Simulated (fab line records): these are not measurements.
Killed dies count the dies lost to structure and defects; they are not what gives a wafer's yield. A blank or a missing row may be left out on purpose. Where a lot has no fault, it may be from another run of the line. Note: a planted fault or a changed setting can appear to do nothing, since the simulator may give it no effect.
Split-lot trial -- flow n5-finfet -- 21 wafers read across 7 lots, on a route 1938 steps long

== ON THE SPLIT ==
At N5_BEOL_M3_EXPOSE_08 (exposes mask M3), the setting dose-mj was moved away from the recipe's 33 on 9 of the 21 wafers read, by -4.0% to +6.4%. All remaining wafers had this setting at the recipe value.

== FROM THE SPLIT TO THE READING: what the file shows between them, 10 steps ==
- N5_BEOL_M3_PEB_09: peb time 60 s
- N5_BEOL_M3_DEVELOP_10: develop time 30 s
- N5_BEOL_M3_DESCUM_16: chemistry O2, time 7 s
- N5_BEOL_M3_ETCH_74: etches underlayer in N2/H2, target depth 6.5 nm, time 5.2 s
- N5_BEOL_M3_ETCH_63: etches SiARC in CF4, target depth 15.6 nm, time 26 s
- N5_BEOL_M3_ETCH_64: etches SOC in N2/H2, target depth 75 nm, overetch 15 nm, time 112.5 s
- N5_BEOL_M3_STRIP_65: strips in N2/H2
- N5_BEOL_M3_STRIP_75: strips in N2/H2
- N5_BEOL_M3_HM_OPEN_17: chemistry Cl2/BCl3, target TiN, target depth 20 nm, overetch 6 nm
- N5_BEOL_M3_STRIP_19: strips in O2

== THE READING ==
cd-nm, in nm, at N5_BEOL_M3_CD_MEAS_18 (pitch 36 nm, target cd 18 nm). A value of 18.04 nm with a standard deviation of 0.28 nm is what fault-free wafers of this fab line usually give.

wafer,"tool, chamber at the split",dose-mj as run,against the recipe,"cd-nm, nm",against lot-mates on the recipe
L079.1,"euv-scanner-02, 0",33,recipe,18.17,-
L079.4,"euv-scanner-02, 0",33,recipe,18.32,-
L079.6,"euv-scanner-02, 0",33,recipe,17.92,-
L080.2,"euv-scanner-01, 0",33,recipe,18.33,-
L080.3,"euv-scanner-01, 0",33,recipe,17.96,-
L080.6,"euv-scanner-01, 0",32.23,-2.3%,16.78,-1.36
L083.2,"euv-scanner-01, 0",35.11,+6.4%,19.97,+2.03
L083.3,"euv-scanner-01, 0",35.11,+6.4%,19.59,+1.65
L083.4,"euv-scanner-01, 0",33,recipe,17.94,-
L086.4,"euv-scanner-01, 0",31.69,-4.0%,17.30,-0.65
L086.5,"euv-scanner-01, 0",31.69,-4.0%,17.20,-0.75
L086.6,"euv-scanner-01, 0",33,recipe,17.95,-
L088.1,"euv-scanner-01, 0",33,recipe,18.28,-
L088.4,"euv-scanner-01, 0",34.44,+4.4%,19.12,+0.72
L088.6,"euv-scanner-01, 0",33,recipe,18.52,-
L089.4,"euv-scanner-02, 0",35.04,+6.2%,19.24,no lot-mate on the recipe
L089.5,"euv-scanner-02, 0",35.04,+6.2%,19.25,no lot-mate on the recipe
L089.6,"euv-scanner-02, 0",35.04,+6.2%,18.77,no lot-mate on the recipe
L094.2,"euv-scanner-02, 0",33,recipe,17.92,-
L094.3,"euv-scanner-02, 0",33,recipe,17.78,-
L094.6,"euv-scanner-02, 0",33,recipe,18.32,-

THE FIT
A straight line over all 21 wafers: cd-nm changes by +0.219 nm for each +1% of dose-mj; r = +0.92; the points scatter about the line by 0.32 nm.
The same after taking each lot's own level away (the mean of its wafers on the recipe; 18 wafers): +0.257 nm for each +1%; r = +0.93; scatter 0.3 nm.
On that fit, the largest move of dose-mj shifts the reading by 1.6 nm.
The span of the lots' own levels, 17.940 to 18.400 nm, comes to 1.6 times the standard deviation stated above.
So the slope is not independent of the lot-to-lot level: the two fits are not the same.
Check: +1.45 nm against its lot-mates is what the line predicts for one of the wafers moved furthest among these (+6.4%) when that wafer is left out of the fit. It came out at +2.03 nm against them.

== THE WHOLE CHAIN: every reading that the file lists as answering this split, in the file's order ==
step,what it does,reading,change (the file's fit),r (the file's)
N5_BEOL_M3_ETCH_74,"etches underlayer in N2/H2, target depth 6.5 nm, time 5.2 s","BEOL_M3.cd-offset-nm (the simulator's own value, which no gauge read)",+0.199 nm for each +1% of the setting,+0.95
N5_BEOL_M3_ETCH_63,"etches SiARC in CF4, target depth 15.6 nm, time 26 s","BEOL_M3.cd-offset-nm (the simulator's own value, which no gauge read)",+0.224 nm for each +1% of the setting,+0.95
N5_BEOL_M3_ETCH_64,"etches SOC in N2/H2, target depth 75 nm, overetch 15 nm, time 112.5 s","BEOL_M3.cd-offset-nm (the simulator's own value, which no gauge read)",+0.215 nm for each +1% of the setting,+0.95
N5_BEOL_M3_CD_MEAS_18,"pitch 36 nm, target cd 18 nm",cd-nm,+0.257 nm for each +1% of the setting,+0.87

== THE FILE'S OWN FIT ==
cd-nm changes by +0.257 nm for each +1% of dose-mj, r = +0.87.
